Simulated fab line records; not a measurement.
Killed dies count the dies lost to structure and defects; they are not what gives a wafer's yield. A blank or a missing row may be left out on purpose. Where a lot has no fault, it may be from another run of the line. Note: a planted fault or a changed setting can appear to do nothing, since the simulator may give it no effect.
Problem report, 8D (eight disciplines) form, completed by code | flow n5_finfet | the parts of the form that need people (team, actions taken, sign-off) are left out

== 1. THE PROBLEM ==
Wafers without a fault read 26.4 s, standard deviation 0.92; etch_rf_on_time_s at N5_BEOL_M5_ETCH_61 reads a mean of 15.8 s on 4 wafers belonging to 3 lots. Relative to the usual mean, that is a shift of -12 standard deviations.
The step: etches SiARC in CF4, target depth 15.6 nm, time 26 s.
The first sign was on wafer L267.6 at day 10 01:38, on rie_diel-02. Wafers with a number at this step in the record: 29, from 10 lots. Rule for "out", or "out of limits": more than 4 standard deviations from the usual mean. The other wafers with a number count as sound.

== 2. WHAT IT IS AND WHAT IT IS NOT ==
question                    | is                             | is not
which readings at this step | etch_rf_on_time_s              | drypump_motor_current_A, mfc_ar_sccm, rf_vpp_V, showerhead_plenum_p_Torr, throttle_valve_pct
which lots                  | L267, L268, L272               | L262, L263, L264, L270, L276, L277, L283
which wafers of those lots  | L267.6, L268.1, L272.1, L272.6 | L267.3, L267.4, L268.2, L268.3
read on which tools         | rie_diel-02                    | rie_diel-03, rie_diel-06
when                        | from day 10 01:38              | up to then (11 sound wafers); but 14 sound wafers of L268, L270, L276, L277, L283 came after

== 3. THE SUSPECTS, EACH WITH WHAT RULES IT OUT ==
Counting: a tool at a process step up to the reading stays a suspect if it ran every lot that is out. Sound lots after the first of them don't rule it out here, since some wafers of a struck lot are sound.
- rie_diel-02 at N5_BEOL_M5_ETCH_61 (etches SiARC in CF4, target depth 15.6 nm, time 26 s): kept. It ran every lot that is out, first L267 (day 10 01:38); its last sound lot up to then is L264 (day 9 06:57). On those wafers its own readings are out: etch_rf_on_time_s.
After counting, what remains is rie_diel-02 at N5_BEOL_M5_ETCH_61.

== 4. THE CAUSE (what the simulator had put in) ==
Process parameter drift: rie_diel-02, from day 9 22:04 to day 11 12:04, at N5_BEOL_M5_ETCH_61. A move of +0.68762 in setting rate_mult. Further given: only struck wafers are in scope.
After counting, this tool was the only one left.

== 5. THE CHAIN OF EFFECTS, in route order ==
One row per reading whose mean, taken over the struck wafers that have a number, lies over 3 standard deviations from the usual. Readings are gone through only where the record gives a usual standard deviation; hours: the median, over the lots, of the time from a lot's start at the first step in this table giving one to that lot's start at this step; sigmas: the change measured in usual standard deviations.
hours | step               | reading           | usual     | on struck wafers | change | sigmas
0     | N5_BEOL_M5_ETCH_61 | etch_rf_on_time_s | 26.4 s    | 15.8             | -10.6  | -12
0     | N5_BEOL_M5_ETCH_61 | oes_product_au    | 0.70 a.u. | 1.02             | +0.32  | +3.9
Its process steps:
- N5_BEOL_M5_ETCH_61: etches SiARC in CF4, target depth 15.6 nm, time 26 s.

== 6. HOW IT WOULD HAVE BEEN CAUGHT EARLIER ==
4 hours passed between the start of the fault at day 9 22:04 and the first reading out of limits in this record, taken at day 10 01:38.
